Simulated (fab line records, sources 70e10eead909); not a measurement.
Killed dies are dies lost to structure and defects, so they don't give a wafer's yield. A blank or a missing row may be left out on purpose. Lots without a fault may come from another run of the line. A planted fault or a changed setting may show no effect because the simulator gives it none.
fab line records | flow nand_harc
record lots=11 wafers=33 last_day=33
route steps=1302 shown P_M2@335 P_BONDPAD@351 END@1302
lots that met no fault: from a run of the same line without faults
start_h: hours from the record's first day to the start of the lot's first wafer shown | wait_h: hours since the lot's step before | " the same as in the row above | L1.1+2: a row that stands for several wafers | - no value, or no start given | * or withheld: withheld | < > ~ a bound
route shown NAME@n: a module of which the file shows steps, and the number in the route of the first | usual: mean/standard deviation of fault-free wafers | same: alike in all rows | chamber/n: place in a boat | sites: the reading at each site | _std_site: their standard deviation | _edge_site: outer sites' mean less inner sites' | radius_mm: how far each site lies from the wafer's centre | mask NAME#n: copy n | behind: the tool/chamber that last shaped the wafer | hold: why the lot was held/for how many hours/how that ended | device: the transistor (n, p or np) that didn't switch | end of line: the same wafers' tests at the end of the route | a step without rows: its recipe alone | killed: dies lost to structure and defects at the first sort, not the wafer's yield | map: a wafer's dies, x killed, . not, _ none there
set.NAME: the setting as run; set.NAME@STEP: as run at that earlier step | model.NAME: the simulator's own value behind a step, which no gauge read
steps of the route over a sample of lots; a table a step, a row a wafer
services: from which hour (start_h, from the record's first day; less than 0 if before it) a tool's chamber was out of use, for how many hours, and why
## steps
# step NHARC_P_M2_STRIP_18
# recipe power_w=1000 n2_flow_sccm=150 h2_flow_sccm=150 ar_flow_sccm=0 bias_w=0 chemistry=N2/H2
# usual drypump_motor_current_A=5.5/0.36 mfc_ar_sccm=0.011/0.012 n2_flow_sccm=150.0/0.42 oes_product_au=1.001/0.0066 rf_vpp_V=90.8/0.97 showerhead_plenum_p_Torr=2.07/0.094 throttle_valve_pct=14.172/0.009
# columns lot.wafer tool chamber start_h wait_h drypump_motor_current_A mfc_ar_sccm n2_flow_sccm oes_product_au rf_hours_counter_h rf_vpp_V showerhead_plenum_p_Torr throttle_valve_pct
L510.2 rie_diel-07 1 128.31 0.1 5.7 0 150.6 1.003 0.1 90.1 2.13 14.168
L510.3 " 3 " " 5.8 0.014 150.5 1.000 0.1 89.3 2.06 14.173
L510.6 " 0 " " 5.9 0.024 150.2 0.995 - 90.3 2.12 14.177
L511.4 rie_diel-07 2 141.04 0.1 5.2 0 149.8 1.000 0.7 90.4 1.90 14.150
L511.5 " 0 " " 5.9 0.024 149.4 1.000 - 91.3 2.12 14.176
L511.6 " 1 " " 5.7 0 150.2 1.005 - 91.4 2.13 14.174
L513.4 rie_diel-13 1 161.92 0.1 6.1 0 150.0 0.996 7.8 90.0 1.98 14.166
L513.2 " 2 " " 5.4 0.023 150.1 1.004 7.4 93.1 2.16 14.178
L513.5 " 1 " " 6.0 0 149.6 1.009 - 90.5 1.98 14.168
L514.3 rie_diel-13 0 174.34 0.1 5.1 0 149.9 0.998 0.0 92.1 2.20 14.187
L514.1 " 1 " " 6.0 0 149.7 1.000 0.0 90.8 1.98 14.162
L514.6 " 0 " " 5.1 0 149.8 1.003 - 91.2 2.20 14.171
L524.3 rie_diel-13 0 274.44 0.1 5.1 0 149.3 1.002 5.3 90.5 2.20 14.173
L524.2 " 2 " " 5.4 0.023 149.7 0.992 3.8 90.7 2.16 14.167
L524.6 " 1 " " 6.0 0 149.7 1.000 - 91.7 1.97 14.173
L523.1 rie_diel-07 3 275.76 0.1 5.8 0.014 150.0 1.005 10.1 92.6 2.06 14.172
L523.6 " 1 " " 5.7 0 149.5 0.993 - 90.4 2.12 14.171
L523.5 " 2 " " 5.2 0 150.5 1.003 - 89.6 1.90 14.167
L527.4 rie_diel-09 2 296.71 0.1 5.3 0.007 150.1 1.000 4.9 90.4 2.03 14.179
L527.2 " 3 " " 5.7 0.037 150.8 0.997 4.6 89.5 1.92 14.176
L527.5 " 2 " " 5.3 0.007 150.1 0.998 - 91.8 2.03 14.183
L528.1 rie_diel-07 3 309.43 0.1 5.8 0.014 150.3 1.007 0.7 91.1 2.06 14.181
L528.3 " 0 " " 5.9 0.024 149.5 1.009 0.6 91.7 2.12 14.166
L528.5 " 2 " " 5.1 0 149.9 1.008 - 89.8 1.90 14.154
L530.1 rie_diel-13 1 328.74 0.1 6.0 0 150.0 0.991 6.8 89.7 1.97 14.170
L530.3 " 2 " " 5.4 0.023 150.1 0.978 5.8 90.7 2.16 14.166
L530.2 " 0 " " 5.1 0 149.7 0.997 7.2 91.8 2.20 14.159
L533.1 rie_diel-09 3 359.13 0.1 5.8 0.037 149.3 1.008 1.9 90.8 1.92 14.177
L533.3 " 0 " " 5.6 0.011 149.7 1.003 2.4 91.4 2.14 14.177
L533.4 " 2 " " 5.3 0.007 149.4 1.007 1.0 90.8 2.03 14.181
L532.4 rie_diel-09 0 359.94 0.1 5.6 0.011 149.8 1.003 2.5 91.1 2.14 14.172
L532.2 " 2 " " 5.3 0.007 150.2 0.995 1.0 90.9 2.03 14.176
L532.6 " 3 " " 5.8 0.037 149.9 1.001 - 89.5 1.92 14.167
# step NHARC_P_M2_ANNEAL_31
# recipe temp_c=225 time_s=90
# usual wafer_temp_C_max=225.8/0.31
# columns lot.wafer tool chamber start_h wait_h wafer_temp_C_max
L510.2 rtp_anneal-02 0 129.72 - 225.8
L510.3 " 0 " " 226.5
L510.6 " 0 " " 225.8
L511.4 rtp_anneal-01 0 142.54 0.4 226.1
L511.5 " 0 " " 225.3
L511.6 " 0 " " 225.8
L513.2 rtp_anneal-02 0 163.33 0.3 225.9
L513.4 " 0 " " 225.6
L513.5 " 0 " " 225.9
L514.1 rtp_anneal-02 0 175.94 0.4 225.9
L514.3 " 0 " " 225.9
L514.6 " 0 " " 226.2
L524.2 rtp_anneal-01 0 275.89 0.4 226.0
L524.3 " 0 " " 226.0
L524.6 " 0 " " 225.7
L523.1 rtp_anneal-01 0 277.11 - 225.4
L523.5 " 0 " " 225.7
L523.6 " 0 " " 225.8
L527.2 rtp_anneal-02 0 298.14 - 226.5
L527.4 " 0 " " 225.8
L527.5 " 0 " " 225.7
L528.1 rtp_anneal-02 0 310.75 0.3 226.3
L528.3 " 0 " " 226.0
L528.5 " 0 " " 226.0
L530.1 rtp_anneal-01 0 330.11 - 225.5
L530.2 " 0 " " 225.6
L530.3 " 0 " " 225.4
L533.1 rtp_anneal-02 0 360.54 0.4 226.8
L533.3 " 0 " " 226.4
L533.4 " 0 " " 226.2
L532.2 rtp_anneal-01 0 361.34 0.4 226.0
L532.4 " 0 " " 225.9
L532.6 " 0 " " 225.9
# step NHARC_P_BONDPAD_DEP_00
# recipe target_thk_a=2500 temp_c=370 target_thk_nm=250 pressure_torr=3 flow_sccm=200 rf_w=450 material=SiCN
# usual heater_power_w=604/79 showerhead_vpp_V=1312/61
# columns lot.wafer tool chamber start_h wait_h heater_power_w showerhead_vpp_V
L510.2 pecvd-02 0 131.03 - 609 1278
L510.3 " 2 " " 731 1364
L510.6 " 2 " " 745 1364
L511.4 pecvd-04 0 143.90 - 629 1223
L511.6 " 1 " " 471 1408
L511.5 " 2 " " 635 1333
L513.2 pecvd-02 2 164.65 - 721 1394
L513.4 " 2 " " 727 1365
L513.5 " 0 " " 551 1240
L514.3 pecvd-04 1 177.36 - 488 1400
L514.1 " 2 " " 586 1333
L514.6 " 1 " " 499 1385
L524.3 pecvd-01 0 277.24 - 589 1323
L524.2 " 1 " " 580 1227
L524.6 " 0 " " 610 1329
L523.1 pecvd-01 1 278.54 - 494 1219
L523.6 " 0 " " 671 1299
L523.5 " 1 " " 493 1219
L527.2 pecvd-02 1 299.52 - 628 1371
L527.5 " 1 " " 625 1367
L527.4 " 2 " " 713 1376
L528.3 pecvd-02 0 312.32 - 591 1251
L528.1 " 2 " " 627 1367
L528.5 " 0 " " 602 1265
L530.3 pecvd-01 0 331.48 - 645 1333
L530.2 " 1 " " 631 1207
L530.1 " 2 " " 690 1338
L533.1 pecvd-04 0 361.91 - 553 1227
L533.3 " 1 " " 478 1396
L533.4 " 1 " " 486 1402
L532.2 pecvd-01 2 362.66 - 678 1337
L532.6 " 2 " " 700 1344
L532.4 " 1 " " 602 1217
# step NHARC_P_BONDPAD_THK_MEAS_33
# recipe thk_meas_gauge=ellipsometry
# usual thk_nm=200.1/1.4
# columns lot.wafer tool chamber start_h wait_h thk_nm
L510.2 film_metro-02 - 131.69 0.2 201.1
L510.3 " - " " 200.9
L510.6 " - " " 202.0
L511.4 film_metro-02 - 144.43 0.2 199.3
L511.5 " - " " 200.8
L511.6 " - " " 201.8
L513.2 film_metro-01 - 165.31 0.2 198.7
L513.4 " - " " 202.2
L513.5 " - " " 200.7
L514.1 film_metro-02 - 177.98 0.2 201.8
L514.3 " - " " 201.8
L514.6 " - " " 199.8
L524.2 film_metro-02 - 277.86 0.2 182.2
L524.3 " - " " 200.7
L524.6 " - " " 201.0
L523.1 film_metro-01 - 279.15 0.2 201.7
L523.5 " - " " 185.7
L523.6 " - " " 199.4
L527.2 film_metro-01 - 300.14 0.2 200.5
L527.4 " - " " 197.9
L527.5 " - " " 201.6
L528.1 film_metro-02 - 312.97 0.2 198.4
L528.3 " - " " 198.7
L528.5 " - " " 198.0
L530.1 film_metro-01 - 332.14 0.2 196.8
L530.2 " - " " 198.5
L530.3 " - " " 199.3
L533.1 film_metro-02 - 362.56 0.1 198.6
L533.3 " - " " 199.8
L533.4 " - " " 197.1
L532.2 film_metro-01 - 363.35 0.2 199.2
L532.4 " - " " 199.5
L532.6 " - " " 198.6
# step NHARC_P_BONDPAD_DESCUM_11
# recipe time_s=3 o2_flow_sccm=200 ar_flow_sccm=0 bias_power_w=0 chemistry=O2
# usual drypump_motor_current_A=5.5/0.35 mfc_ar_sccm=0.008/0.012 oes_product_au=0.999/0.0075 rf_vpp_V=57.6/0.86 showerhead_plenum_p_Torr=1.91/0.072 throttle_valve_pct=11.312/0.0088
# columns lot.wafer tool chamber start_h wait_h drypump_motor_current_A mfc_ar_sccm oes_product_au rf_hours_counter_h rf_vpp_V showerhead_plenum_p_Torr throttle_valve_pct
L510.3 rie_diel-10 1 132.47 - 5.7 0 1.010 4.1 57.2 1.92 11.308
L510.2 " 2 " " 5.7 0.002 0.997 3.8 57.6 1.95 11.306
L510.6 " 0 " " 5.3 0 1.018 - 56.9 1.80 11.301
L511.4 rie_diel-01 0 145.22 - 5.4 0.028 0.995 2.5 56.8 1.97 11.298
L511.6 " 2 " " 5.7 0.018 0.994 - 56.3 1.83 11.304
L511.5 " 3 " " 6.1 0 0.994 - 57.5 2.01 11.311
L513.2 rie_diel-01 3 166.10 - 6.1 0 0.998 2.8 58.4 2.01 11.304
L513.5 " 3 " " 6.1 0 1.002 - 56.9 2.01 11.315
L513.4 " 1 " " 5.0 0 1.010 - 57.6 1.88 11.317
L514.1 rie_diel-01 1 178.78 - 5.0 0 1.001 3.4 56.2 1.88 11.314
L514.3 " 2 " " 5.7 0.018 1.001 3.3 57.7 1.83 11.311
L514.6 " 0 " " 5.4 0.028 1.006 - 57.2 1.97 11.316
L524.3 rie_diel-01 0 278.63 - 5.3 0.028 0.996 1.0 58.6 1.97 11.299
L524.2 " 3 " " 6.1 0 0.987 1.3 57.6 2.01 11.302
L524.6 " 1 " " 5.0 0 0.984 - 57.8 1.88 11.296
L523.1 rie_diel-06 3 279.95 - 5.6 0 1.010 7.7 58.5 2.01 11.314
L523.6 " 0 " " 5.3 0.037 1.002 - 59.1 1.96 11.294
L523.5 " 1 " " 5.0 0 1.004 - 58.4 1.82 11.315
L527.2 rie_diel-10 3 300.93 - 6.0 0.000 0.999 3.5 57.8 1.83 11.307
L527.4 " 1 " " 5.7 0 1.003 3.1 59.1 1.91 11.315
L527.5 " 2 " " 5.7 0.002 0.995 - 58.2 1.95 11.321
L528.3 rie_diel-01 1 313.66 - 5.0 0 0.998 1.9 56.7 1.88 11.312
L528.1 " 3 " " 6.1 0 0.998 2.3 59.7 2.01 11.302
L528.5 " 0 " " 5.3 0.028 0.996 - 58.7 1.97 11.318
L530.2 rie_diel-10 1 332.92 - 5.7 0 1.013 4.4 56.9 1.91 11.307
L530.3 " 2 " " 5.7 0.002 1.000 4.1 56.9 1.95 11.317
L530.1 " 3 " " 5.9 0.000 0.997 4.5 57.5 1.83 11.293
L533.1 rie_diel-01 2 363.34 - 5.7 0.018 0.985 4.0 57.5 1.83 11.320
L533.4 " 3 " " 6.1 0 0.993 4.0 58.1 2.01 11.303
L533.3 " 0 " " 5.3 0.028 1.000 3.6 57.0 1.97 11.307
L532.4 rie_diel-06 1 364.12 - 5.0 0 1.000 3.3 57.2 1.81 11.328
L532.2 " 3 " " 5.6 0 1.008 3.8 59.4 2.01 11.329
L532.6 " 2 " " 5.6 0.010 0.997 - 56.6 1.88 11.315
# step NHARC_END_SORT_01
# recipe temp_c=25
# usual defect_limited_yield=91.2/2.5 killed_at_array=55/17 killed_at_other=1.1/1.4 killed_at_periphery=3.9/3 killed_dies=59/17 killed_open=3.5/2 killed_short=2.6/1.6
# same gross_dies=677
# columns lot.wafer tool chamber start_h wait_h defect_limited_yield[%] killed_at_array killed_at_other killed_at_periphery killed_dies killed_open killed_short
L527.2 prober-01 0 721.13 2.8 94.4 29 4 5 38 3 7
L528.1 prober-02 0 737.09 2.5 89.2 67 0 6 73 5 0
L528.3 prober-02 0 738.72 3.1 88.0 76 0 5 81 2 3
L528.5 prober-02 0 740.35 3.8 88.2 73 0 7 80 3 1
# killed by level:class
L527.2 A_CHANNEL_HOLE_D1:chamber_film_flake=9 A_SLIT:chamber_film_flake=5 A_CONTACT:chamber_film_flake=4 A_DECK1_JOINT:chamber_film_flake=3 THIN_TSV:chamber_film_flake=3 A_ONON_D1:geometric_particle:short=2 P_ZERO_WELL:chamber_film_flake=2 P_CONTACT:geometric_particle:open=1
L528.1 A_SLIT:chamber_film_flake=37 A_CHANNEL_HOLE_D1:chamber_film_flake=18 A_STAIRCASE:chamber_film_flake=3 P_ZERO_WELL:chamber_film_flake=2 P_M2:chamber_film_flake=2 A_M0:chamber_film_flake=2 P_CONTACT:geometric_particle:open=1 A_CHANNEL_HOLE_D1:geometric_particle:open=1
L528.3 A_SLIT:chamber_film_flake=39 A_CHANNEL_HOLE_D1:chamber_film_flake=25 A_STAIRCASE:chamber_film_flake=4 A_WL_FILL:chamber_film_flake=3 A_CHANNEL_HOLE_D1:geometric_particle:short=2 P_BONDPAD:chamber_film_flake=2 P_M1:geometric_particle:open=1 A_ONON_D1:geometric_particle:short=1
L528.5 A_SLIT:chamber_film_flake=37 A_CHANNEL_HOLE_D1:chamber_film_flake=26 P_M2:chamber_film_flake=3 A_M0:chamber_film_flake=3 P_CONTACT:chamber_film_flake=2 A_STAIRCASE:chamber_film_flake=2 A_WL_FILL:chamber_film_flake=2 P_M0:geometric_particle:open=1
## services
# columns tool chamber start_h hours kind
rie_diel-07 2 104.51 5.0 repair
rie_diel-07 - 117.20 9.0 pm
rie_diel-13 1 121.42 12.2 repair
pecvd-01 - 130.00 13.0 pm
rie_diel-13 2 131.73 12.6 repair
pecvd-02 - 147.14 1.4 repair
rie_diel-01 0 151.75 4.1 repair
rie_diel-01 3 157.00 7.2 repair
rie_diel-01 0 158.70 7.7 repair
rie_diel-13 - 165.00 9.0 pm
rie_diel-07 1 172.11 5.1 repair
pecvd-02 - 182.11 1.0 repair
rie_diel-13 2 183.85 7.4 repair
rie_diel-07 3 200.40 4.0 repair
rie_diel-01 - 203.80 9.0 pm
rie_diel-01 1 226.27 7.9 repair
pecvd-02 - 227.09 13.0 pm
rie_diel-01 0 235.78 1.4 repair
rie_diel-13 2 240.90 4.3 repair
pecvd-02 0 279.41 6.0 repair
rie_diel-07 - 294.20 9.0 pm
pecvd-01 - 311.00 13.0 pm
pecvd-02 - 324.45 0.6 repair
rie_diel-13 - 342.03 9.0 pm
## key
first_sign step=NHARC_P_BONDPAD_THK_MEAS_33 reading=thk_nm direction=down sigmas=12 usual=200.1 struck=183.9
effect none on later readings
met_at NHARC_P_BONDPAD_DEP_00
struck_lots L523,L524
struck_wafers L523.5,L524.2
not_acting_at NHARC_P_M2_STRIP_18,NHARC_P_M2_ANNEAL_31,NHARC_P_BONDPAD_DESCUM_11
fault kind=process_parameter_drift tool=pecvd-01 chamber=- onset_h=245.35 steps=NHARC_P_BONDPAD_DEP_00 channel=target_thk_nm offset=-66.316 shape=step end_h=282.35 scope=struck_wafers_only acts_in=these_recipes_only stated=250
